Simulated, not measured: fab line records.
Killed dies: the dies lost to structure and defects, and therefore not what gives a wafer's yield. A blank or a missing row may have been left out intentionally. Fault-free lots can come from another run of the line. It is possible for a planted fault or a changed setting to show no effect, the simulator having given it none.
fab line records ; flow nandHarc
record: lots: 5; wafers: 15; lastDay: 33
route steps=1302 shown P_ZERO_WELL@14 END@1302
lots untouched by any fault: they come from a run of this same line in which no faults occurred
startH: hours from the record's opening day to when the first of the lot's shown wafers began ; waitH: how many hours have passed since the lot's step before this one ; " unchanged from the row above ; L1.1+2: several wafers, shown together as one row ; - either no value or no given start ; * or withheld: withheld ; < > ~ a bound
route shown NAME@n: a module of which the file shows steps, and the number in the route of the first ; usual: the fault-free wafers' mean and standard deviation ; same: alike in all rows ; chamber/n: place in a boat ; sites: the reading at each site ; _std_site: standard deviation of those values ; _edge_site: mean of outer sites minus mean of inner sites ; radiusMm: for every site, how far away it sits from the centre of the wafer ; mask NAME#n: copy n ; behind: the tool/chamber that last shaped the wafer ; hold: why the lot was held/for how many hours/how that ended ; device: names the non-switching transistor (n, p or np) ; end of line: the tests these same wafers got at the end of their route ; a step without rows: its recipe alone ; killed: not the wafer's yield, but the dies lost to structure and defects at the first sort ; map: a wafer's dies, x killed, . not, _ none there
set.NAME: the setting as run; set.NAME@STEP: as run at that earlier step ; model.NAME: the simulator's own value behind a step, which no gauge read
a table for each step, a row for each wafer; lots at some steps of the route
services: a tool's chamber out of use, with start hour (startH, from the record's first day; less than 0 if before it), hours out, and reason
== steps ==
step: NHARC_P_ZERO_WELL_CD_MEAS_11
recipe: targetCdNm: 500; landingEnergyEv: 500
usual: cdNm: 500.7/2.2
lot.wafer;tool;chamber;startH;waitH;cdNm
L106.3;cdSem-03;0;31.24;-;499.1
L106.4;cdSem-03;0;31.24;-;501.0
L106.5;cdSem-03;0;31.24;-;500.8
L109.1;cdSem-01;0;61.31;-;496.7
L109.3;cdSem-01;0;61.31;-;500.4
L109.4;cdSem-01;0;61.31;-;497.6
L113.2;cdSem-03;0;101.25;-;501.0
L113.3;cdSem-03;0;101.25;-;499.9
L113.6;cdSem-03;0;101.25;-;502.9
L123.2;cdSem-01;0;201.25;-;504.6
L123.4;cdSem-01;0;201.25;-;502.9
L123.6;cdSem-01;0;201.25;-;500.2
L128.1;cdSem-03;0;251.11;-;497.8
L128.5;cdSem-03;0;251.11;-;500.6
L128.6;cdSem-03;0;251.11;-;503.8
step: NHARC_P_ZERO_WELL_HARDBAKE_12
recipe: tempC: 118; timeS: 65
step: NHARC_P_ZERO_WELL_DESCUM_13
recipe: timeS: 3; o2FlowSccm: 200; arFlowSccm: 0; biasPowerW: 0; chemistry: O2
usual: drypumpMotorCurrentA: 5.9/0.33; oesProductAu: 1.002/0.012; rfVppV: 57.6/0.91; showerheadPlenumPTorr: 1.91/0.079; throttleValvePct: 11.312/0.0086
lot.wafer;tool;chamber;startH;waitH;drypumpMotorCurrentA;oesProductAu;rfHoursCounterH;rfVppV;showerheadPlenumPTorr;throttleValvePct
L106.4;rieDiel-13;1;31.39;-;6.4;0.985;13;57.5;1.79;11.311
L106.3;rieDiel-13;0;31.39;-;6.3;0.995;11;56.8;2.00;11.312
L106.5;rieDiel-13;1;31.39;-;6.4;0.974;-;58.4;1.79;11.321
L109.4;rieDiel-12;1;61.47;-;5.7;0.997;43;57.2;1.85;11.321
L109.3;rieDiel-12;2;61.47;-;5.4;0.996;43;59.8;1.89;11.313
L109.1;rieDiel-12;3;61.47;-;5.7;0.976;45;56.8;1.98;11.321
L113.3;rieDiel-13;2;101.65;-;6.4;1.000;30;58.5;1.93;11.306
L113.2;rieDiel-13;0;101.65;-;6.3;1.014;30;57.1;1.99;11.330
L113.6;rieDiel-13;2;101.65;-;6.5;1.014;-;57.4;1.93;11.320
L123.4;rieDiel-12;3;201.40;-;5.7;0.997;36;57.7;1.96;11.315
L123.2;rieDiel-12;0;201.40;-;6.0;1.012;32;56.3;1.99;11.312
L123.6;rieDiel-12;3;201.40;-;5.7;0.985;-;56.9;1.96;11.310
L128.1;rieDiel-12;1;251.27;-;5.7;0.996;47;57.9;1.83;11.307
L128.5;rieDiel-12;0;251.27;-;6.1;1.008;-;58.1;1.98;11.312
L128.6;rieDiel-12;1;251.27;-;5.7;0.999;-;58.8;1.83;11.312
step: NHARC_P_ZERO_WELL_ETCH_65
recipe: targetDepthA: 800; overetchA: 240; timeS: 87.88; ionEnergyEv: 200; n2FlowSccm: 150; h2FlowSccm: 150; arFlowSccm: 0; rfW: 400; biasW: 150; chemistry: N2/H2
usual: biasW: 150.0/0.41; drypumpMotorCurrentA: 5.9/0.33; oesProductAu: 1.002/0.013; rfVppV: 430.4/2.5; showerheadPlenumPTorr: 2.04/0.086; throttleValvePct: 14.169/0.0093
lot.wafer;tool;chamber;startH;waitH;biasW;drypumpMotorCurrentA;oesProductAu;rfHoursCounterH;rfVppV;showerheadPlenumPTorr;throttleValvePct
L106.3;rieDiel-13;0;31.47;0.1;150.3;6.3;1.003;11;434.4;2.13;14.154
L106.4;rieDiel-13;3;31.47;0.1;149.7;5.6;1.014;12;427.0;1.94;14.158
L106.5;rieDiel-13;0;31.47;0.1;149.5;6.3;1.006;-;431.3;2.13;14.174
L109.1;rieDiel-12;3;61.55;0.1;149.5;5.7;0.978;45;432.3;2.11;14.170
L109.4;rieDiel-12;1;61.55;0.1;149.7;5.7;0.993;43;428.9;1.97;14.173
L109.3;rieDiel-12;2;61.55;0.1;150.3;5.4;0.988;43;428.4;2.01;14.174
L113.2;rieDiel-13;2;101.81;0.1;149.5;6.5;1.014;30;430.3;2.06;14.166
L113.3;rieDiel-13;0;101.81;0.1;149.8;6.3;1.007;30;432.5;2.13;14.161
L113.6;rieDiel-13;2;101.81;0.1;150.1;6.5;1.009;-;431.5;2.06;14.175
L123.2;rieDiel-12;3;201.49;0.1;149.6;5.7;0.999;37;431.5;2.09;14.161
L123.4;rieDiel-12;1;201.49;0.1;149.4;5.7;0.996;31;428.6;1.96;14.191
L123.6;rieDiel-12;2;201.49;0.1;150.3;5.4;0.997;-;430.5;2.00;14.181
L128.1;rieDiel-12;3;251.40;0.1;149.8;5.7;1.000;50;433.3;2.09;14.169
L128.6;rieDiel-12;3;251.40;0.1;149.4;5.7;1.001;-;431.0;2.09;14.168
L128.5;rieDiel-12;0;251.40;0.1;150.2;6.1;1.020;-;432.7;2.11;14.176
step: NHARC_P_ZERO_WELL_ETCH_62
recipe: targetDepthA: 130; timeS: 6.5; chf3FlowSccm: 50; arFlowSccm: 200; rfW: 500; biasW: 200; chemistry: CHF3/Ar
usual: biasW: 199.9/0.62; drypumpMotorCurrentA: 5.9/0.34; oesProductAu: 0.957/0.019; rfVppV: 370.3/2.1; showerheadPlenumPTorr: 2.33/0.091; throttleValvePct: 20.217/0.0091
lot.wafer;tool;chamber;startH;waitH;biasW;drypumpMotorCurrentA;oesProductAu;rfHoursCounterH;rfVppV;showerheadPlenumPTorr;throttleValvePct
L106.3;rieDiel-13;1;-;-;200.1;6.4;0.918;13;369.1;2.20;20.226
L106.4;rieDiel-13;0;-;-;199.4;6.3;0.965;11;372.1;2.44;20.231
L106.5;rieDiel-13;1;-;-;200.1;6.4;0.929;-;367.6;2.20;20.238
L109.3;rieDiel-12;1;-;-;199.5;5.7;0.963;43;369.0;2.27;20.202
L109.4;rieDiel-12;2;-;-;200.5;5.4;0.951;43;369.1;2.32;20.221
L109.1;rieDiel-12;0;-;-;200.1;6.0;0.990;46;371.4;2.44;20.218
L113.3;rieDiel-13;2;-;-;199.8;6.5;0.928;31;370.2;2.37;20.203
L113.2;rieDiel-13;0;-;-;198.8;6.3;0.936;30;372.6;2.44;20.222
L113.6;rieDiel-13;2;-;-;199.5;6.5;0.930;-;369.7;2.37;20.214
L123.2;rieDiel-12;1;-;-;199.7;5.7;0.966;31;368.1;2.25;20.222
L123.4;rieDiel-12;3;-;-;199.4;5.7;0.943;37;372.8;2.40;20.215
L123.6;rieDiel-12;0;-;-;200.0;6.0;0.960;-;373.1;2.43;20.206
L128.1;rieDiel-12;1;-;-;200.1;5.7;0.954;47;367.4;2.25;20.222
L128.5;rieDiel-12;3;-;-;200.1;5.6;0.963;-;371.1;2.39;20.220
L128.6;rieDiel-12;0;-;-;199.8;6.1;0.952;-;371.8;2.42;20.216
step: NHARC_P_ZERO_WELL_ETCH_63
recipe: targetDepthA: 1200; timeS: 40.1; hbrFlowSccm: 150; cl2FlowSccm: 50; rfW: 400; icpW: 400; biasW: 100; chemistry: HBr/Cl2
usual: biasW: 100.0/0.3; drypumpMotorCurrentA: 5.8/0.48; oesProductAu: 1.004/0.013; throttleValvePct: 26.406/0.0085
lot.wafer;tool;chamber;startH;waitH;biasW;drypumpMotorCurrentA;oesProductAu;rfHoursCounterH;throttleValvePct
L106.4;rieSi-03;2;31.79;-;100.3;6.7;1.013;0.9;26.405
L106.3;rieSi-03;3;31.79;-;100.3;6.1;0.991;0.9;26.403
L106.5;rieSi-03;1;31.79;-;100.0;6.0;0.998;-;26.404
L109.4;rieSi-02;2;61.76;-;100.2;5.0;0.978;0.7;26.414
L109.1;rieSi-02;0;61.76;-;100.2;6.2;1.010;0.8;26.422
L109.3;rieSi-02;1;61.76;-;100.3;6.2;1.003;0.7;26.403
L113.2;rieSi-03;2;102.18;-;99.9;6.7;0.997;0.2;26.396
L113.3;rieSi-03;1;102.18;-;99.9;5.9;1.013;0.2;26.413
L113.6;rieSi-03;2;102.18;-;100.1;6.6;0.995;-;26.409
L123.2;rieSi-05;3;201.66;-;99.8;5.6;1.021;0.4;26.403
L123.4;rieSi-05;2;201.66;-;99.8;5.4;1.002;0.4;26.412
L123.6;rieSi-05;3;201.66;-;100.1;5.6;1.021;-;26.396
L128.1;rieSi-05;0;251.59;-;99.8;6.0;1.000;0.7;26.415
L128.6;rieSi-05;3;251.59;-;100.3;5.6;1.024;-;26.406
L128.5;rieSi-05;0;251.59;-;100.3;5.9;0.992;-;26.410
step: NHARC_P_ZERO_WELL_STRIP_15
recipe: timeS: 900; tempC: 130; chemistry: SPM
step: NHARC_P_ZERO_WELL_DEHYDRATE_16
recipe: tempC: 150; timeS: 120
step: NHARC_P_ZERO_WELL_HMDS_17
recipe: timeS: 30
step: NHARC_P_ZERO_WELL_COAT_18
recipe: spinRpm: withheld
step: NHARC_P_ZERO_WELL_SOFTBAKE_19
recipe: tempC: 122; timeS: 95
step: NHARC_P_ZERO_WELL_EBR_20
step: NHARC_P_ZERO_WELL_EXPOSE_21
recipe: na: 0.6; targetCdNm: 720; doseMj: 22.31; maskId: P_NWELL
usual: stageVelMmS: 499.93/0.27
lot.wafer;tool;chamber;startH;waitH;mask;stageVelMmS
L106.3;krfScanner-02;0;32.54;-;P_NWELL#0;499.87
L106.4;krfScanner-02;0;32.54;-;P_NWELL#0;499.69
L106.5;krfScanner-02;0;32.54;-;P_NWELL#0;499.56
L109.1;krfScanner-04;0;62.45;-;P_PWELL#0;499.98
L109.3;krfScanner-04;0;62.45;-;P_PWELL#0;499.61
L109.4;krfScanner-04;0;62.45;-;P_PWELL#0;499.71
L113.2;krfScanner-03;0;102.96;-;P_NWELL#0;499.57
L113.3;krfScanner-03;0;102.96;-;P_NWELL#0;499.54
L113.6;krfScanner-03;0;102.96;-;P_NWELL#0;499.40
L123.2;krfScanner-04;0;202.31;-;P_NWELL#0;499.81
L123.4;krfScanner-04;0;202.31;-;P_NWELL#0;500.40
L123.6;krfScanner-04;0;202.31;-;P_NWELL#0;499.80
L128.1;krfScanner-04;0;252.22;-;P_NWELL#0;500.07
L128.5;krfScanner-04;0;252.22;-;P_NWELL#0;499.76
L128.6;krfScanner-04;0;252.22;-;P_NWELL#0;500.05
step: NHARC_P_ZERO_WELL_PEB_22
recipe: pebTempC: 118; pebTimeS: 85
step: NHARC_P_ZERO_WELL_DEVELOP_23
recipe: timeS: 70
step: NHARC_P_ZERO_WELL_CD_MEAS_24
recipe: targetCdNm: 720; landingEnergyEv: 500
usual: cdNm: 721.4/2.2
lot.wafer;tool;chamber;startH;waitH;cdNm
L106.3;cdSem-03;0;32.69;-;720.1
L106.4;cdSem-03;0;32.69;-;719.7
L106.5;cdSem-03;0;32.69;-;721.7
L109.1;cdSem-02;0;62.61;-;-
L109.3;cdSem-02;0;62.61;-;-
L109.4;cdSem-02;0;62.61;-;-
L113.2;cdSem-02;0;103.11;-;720.8
L113.3;cdSem-02;0;103.11;-;722.1
L113.6;cdSem-02;0;103.11;-;722.9
L123.2;cdSem-03;0;202.46;-;722.6
L123.4;cdSem-03;0;202.46;-;721.1
L123.6;cdSem-03;0;202.46;-;727.0
L128.1;cdSem-01;0;252.38;-;722.7
L128.5;cdSem-01;0;252.38;-;727.4
L128.6;cdSem-01;0;252.38;-;722.5
step: NHARC_P_ZERO_WELL_HARDBAKE_25
recipe: tempC: 125; timeS: 80
step: NHARC_END_SORT_01
recipe: tempC: 25
usual: killedAtArray: 63/27; killedAtOther: 0.7/1.2; killedAtPeriphery: 3.1/2; killedDies: 67/28; killedOpen: 3.0/1.9; killedShort: 2.2/1.5
same: grossDies: 677
lot.wafer;tool;chamber;startH;waitH;killedAtArray;killedAtOther;killedAtPeriphery;killedDies;killedOpen;killedShort
L109.1;prober-01;0;589.76;2.5;97;0;580;677;2;1
L109.3;prober-01;0;591.34;3.1;87;0;590;677;3;2
L109.4;prober-01;0;592.14;3.4;90;0;587;677;5;2
L123.2;prober-01;0;750.64;2.8;57;0;6;63;4;2
L123.4;prober-01;0;752.22;3.4;67;1;5;73;4;2
L123.6;prober-01;0;753.81;4.0;59;0;4;63;4;4
killed by level:class
L109.1 P_ZERO_WELL:areaExpose=576 A_CHANNEL_HOLE_D1:chamberFilmFlake=31 A_SLIT:chamberFilmFlake=31 A_CHANNEL_HOLE_D2:chamberFilmFlake=30 P_STI:chamberFilmFlake=2 A_STAIRCASE:chamberFilmFlake=2 A_CONTACT:chamberFilmFlake=2 P_CONTACT:geometricParticle:open=1
L109.3 P_ZERO_WELL:areaExpose=588 A_SLIT:chamberFilmFlake=30 A_CHANNEL_HOLE_D1:chamberFilmFlake=23 A_CHANNEL_HOLE_D2:chamberFilmFlake=22 A_CONTACT:chamberFilmFlake=3 A_STAIRCASE:chamberFilmFlake=2 P_M0:geometricParticle:short=1 A_ONON_D1:geometricParticle:open=1
L109.4 P_ZERO_WELL:areaExpose=586 A_SLIT:chamberFilmFlake=30 A_CHANNEL_HOLE_D2:chamberFilmFlake=29 A_CHANNEL_HOLE_D1:chamberFilmFlake=20 A_BLC:geometricParticle:open=2 A_CHANNEL_FILL_D1:chamberFilmFlake=2 P_M0:geometricParticle:open=1 A_CHANNEL_HOLE_D1:geometricParticle:short=1
L123.2 A_SLIT:chamberFilmFlake=27 A_CONTACT:chamberFilmFlake=15 A_CHANNEL_HOLE_D1:chamberFilmFlake=12 P_GATE:geometricParticle:open=2 P_STI:geometricParticle:short=1 P_M1:geometricParticle:open=1 A_WL_FILL:geometricParticle:open=1 A_WL_FILL:geometricParticle:short=1
L123.4 A_SLIT:chamberFilmFlake=35 A_CONTACT:chamberFilmFlake=16 A_CHANNEL_HOLE_D1:chamberFilmFlake=8 A_WL_FILL:geometricParticle:short=2 P_STI:chamberFilmFlake=2 A_CHANNEL_HOLE_D2:chamberFilmFlake=2 P_GATE:geometricParticle:open=1 P_CONTACT:geometricParticle:open=1
L123.6 A_SLIT:chamberFilmFlake=31 A_CHANNEL_HOLE_D1:chamberFilmFlake=12 A_CONTACT:chamberFilmFlake=8 P_CONTACT:geometricParticle:short=1 P_CONTACT:geometricParticle:open=1 P_M0:geometricParticle:open=1 A_SOURCE_PLATE:geometricParticle:short=1 A_CHANNEL_HOLE_D1:geometricParticle:short=1
map L109.1 (x killed, . not)
____________x____________
_________xxxxxxx_________
_______xxxxxxxxxxx_______
______xxxxxxxxxxxxx______
_____xxxxxxxxxxxxxxx_____
____xxxxxxxxxxxxxxxxx____
____xxxxxxxxxxxxxxxxx____
___xxxxxxxxxxxxxxxxxxx___
___xxxxxxxxxxxxxxxxxxx___
__xxxxxxxxxxxxxxxxxxxxx__
__xxxxxxxxxxxxxxxxxxxxx__
_xxxxxxxxxxxxxxxxxxxxxxx_
_xxxxxxxxxxxxxxxxxxxxxxx_
_xxxxxxxxxxxxxxxxxxxxxxx_
_xxxxxxxxxxxxxxxxxxxxxxx_
_xxxxxxxxxxxxxxxxxxxxxxx_
xxxxxxxxxxxxxxxxxxxxxxxxx
xxxxxxxxxxxxxxxxxxxxxxxxx
xxxxxxxxxxxxxxxxxxxxxxxxx
xxxxxxxxxxxxxxxxxxxxxxxxx
xxxxxxxxxxxxxxxxxxxxxxxxx
_xxxxxxxxxxxxxxxxxxxxxxx_
_xxxxxxxxxxxxxxxxxxxxxxx_
_xxxxxxxxxxxxxxxxxxxxxxx_
_xxxxxxxxxxxxxxxxxxxxxxx_
_xxxxxxxxxxxxxxxxxxxxxxx_
__xxxxxxxxxxxxxxxxxxxxx__
__xxxxxxxxxxxxxxxxxxxxx__
___xxxxxxxxxxxxxxxxxxx___
___xxxxxxxxxxxxxxxxxxx___
____xxxxxxxxxxxxxxxxx____
____xxxxxxxxxxxxxxxxx____
_____xxxxxxxxxxxxxxx_____
______xxxxxxxxxxxxx______
_______xxxxxxxxxxx_______
_________xxxxxxx_________
____________x____________
map L123.4 (x killed, . not)
____________.____________
_________....x.._________
_______x.........._______
______....x........______
_____..x............_____
____....x.xx.x..x..x.____
____.................____
___..........x........___
___....x...x...xx.....___
__........x............__
__.........x.xx........__
_............xx......x.._
_.........xx............_
_........xxx...........x_
_.......xx.x..xx........_
_..........xxxx........._
..........x.xxxx.........
...........xxx.x.........
..........x.x..x.........
...........xxxx..........
...........xxxx........x.
_.....x.....xxx........._
_....x.................._
_........x..xx.........._
_......x................_
_......................._
__.....................__
__.....................__
___..............x....___
___...................___
____.................____
____..........x..x...____
_____..............._____
______........x....______
_______.......x..._______
_________.....x._________
____________.____________
== services ==
tool;chamber;startH;hours;kind
krfScanner-04;-;10.00;4.0;pm
rieSi-02;2;13.48;3.6;repair
rieSi-02;3;24.39;6.1;repair
rieDiel-13;2;32.52;3.1;repair
rieSi-03;-;44.00;9.0;pm
krfScanner-03;-;52.00;4.0;pm
rieDiel-13;2;58.84;13.8;repair
rieDiel-12;-;92.75;9.0;pm
krfScanner-02;-;94.00;4.0;pm
krfScanner-04;-;97.52;0.1;repair
rieSi-02;-;100.00;9.0;pm
krfScanner-02;-;103.69;0.3;repair
rieSi-05;-;128.00;9.0;pm
rieSi-03;0;130.08;38.4;repair
rieDiel-13;0;140.62;4.2;repair
rieSi-03;3;143.29;2.0;repair
krfScanner-04;-;154.92;0.2;repair
rieDiel-13;-;165.05;9.0;pm
krfScanner-04;-;179.96;0.7;repair
krfScanner-04;-;182.00;4.0;pm
rieSi-03;2;200.54;9.9;repair
rieSi-05;3;211.54;8.5;repair
rieSi-03;-;221.00;9.0;pm
krfScanner-04;-;230.71;1.2;repair
== key ==
firstSign: step: NHARC_P_ZERO_WELL_EXPOSE_21; reading: mask; direction: changed
effect: step: NHARC_P_ZERO_WELL_CD_MEAS_24; reading: cdNm; direction: missing
effect: step: NHARC_END_SORT_01; reading: killedAtPeriphery; direction: up; sigmas: 99+; usual: 3.1; struck: 585.7
moreKillsBornAt: NHARC_P_ZERO_WELL_EXPOSE_21@krfScanner-04: 1750
metAt NHARC_P_ZERO_WELL_EXPOSE_21
struckWafers L109.1,L109.3,L109.4
laterRowsLeftOut L109.1,L109.3,L109.4
testerLeftOut L109
fault: kind: wrongMask; tool: any; chamber: -; onsetH: 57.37; steps: NHARC_P_ZERO_WELL_EXPOSE_21; auxCopy: P_PWELL#0; scope: struckLotsOnly
testerLeftOut: of these lots the tester's yield and bins aren't shown, on N5 and GAA mostly nor the transistor test; their killed dies are dies lost to structure and defects alone, not to doping, threshold or leakage, so they don't give the yield
laterRowsLeftOut: the simulator's readings of these wafers behind a module that went badly wrong aren't trusted and aren't shown, but for the sort
